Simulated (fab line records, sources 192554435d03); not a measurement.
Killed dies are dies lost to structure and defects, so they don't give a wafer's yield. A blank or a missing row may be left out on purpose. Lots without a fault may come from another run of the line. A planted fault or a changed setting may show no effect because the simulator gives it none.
Chamber matching | flow n5_finfet | N5_GATE_CUT_CMP_43 on cmp-02: 4 sister chambers
The step polishes SiO2. 8 wafers are shown with their chamber, then 11 later ones without.

WAFERS WITH THEIR CHAMBER
wafer  | chamber | motor_current_A (A) | slurry_filter_dp_kPa (kPa)
L083.2 | 2       | 13.2                | 13.45
L083.4 | 3       | 10.8                | 13.42
L083.5 | 0       | 11.2                | 13.60
L084.3 | 2       | 12.7                | 13.35
L084.4 | 0       | 11.6                | 13.54
L087.2 | 3       | 10.8                | 13.35
L087.6 | 1       | 11.7                | 13.55
L090.1 | 1       | 11.7                | 13.63

WAFERS WITHOUT THEIR CHAMBER
wafer  | motor_current_A (A) | slurry_filter_dp_kPa (kPa)
L090.5 | 13.2                | 13.44
L090.6 | 10.1                | 13.55
L091.2 | 10.8                | 13.45
L091.4 | 13.1                | 13.62
L091.6 | 10.5                | 13.31
L093.3 | 11.2                | 13.60
L093.4 | 10.9                | 13.44
L093.5 | 11.2                | 13.58
L096.1 | 10.7                | 13.28
L096.2 | 11.0                | 13.66
L096.3 | 13.0                | 13.52

WHICH CHAMBER EACH WENT THROUGH
wafer  | from the rows above     | in truth
L090.5 | 2                       | 2
L090.6 | can't be placed: 3 or 0 | 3
L091.2 | 3                       | 3
L091.4 | 2                       | 2
L091.6 | 3                       | 3
L093.3 | can't be placed: 0 or 1 | 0
L093.4 | 3                       | 3
L093.5 | can't be placed: 0 or 1 | 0
L096.1 | 3                       | 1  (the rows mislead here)
L096.2 | can't be placed: 0 or 1 | 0
L096.3 | 2                       | 2
Placed correctly: 6 of 11. Can't be placed from these rows: 4 (the true chamber is among the candidates in 4). Placed wrongly: 1.
How it was worked out, from the rows above alone: a wafer's distance from a chamber is the root of the sum, over the readings, of the square of ((its reading less the chamber's mean) divided by the reading's scatter). The wafer belongs to the nearest chamber; if the next one is less than 2 further off, it can't be placed. A chamber's mean is the mean of its shown wafers. The scatter: the root of (the sum of the squares of (reading less its chamber's mean) over the shown wafers, divided by (wafers less chambers)).
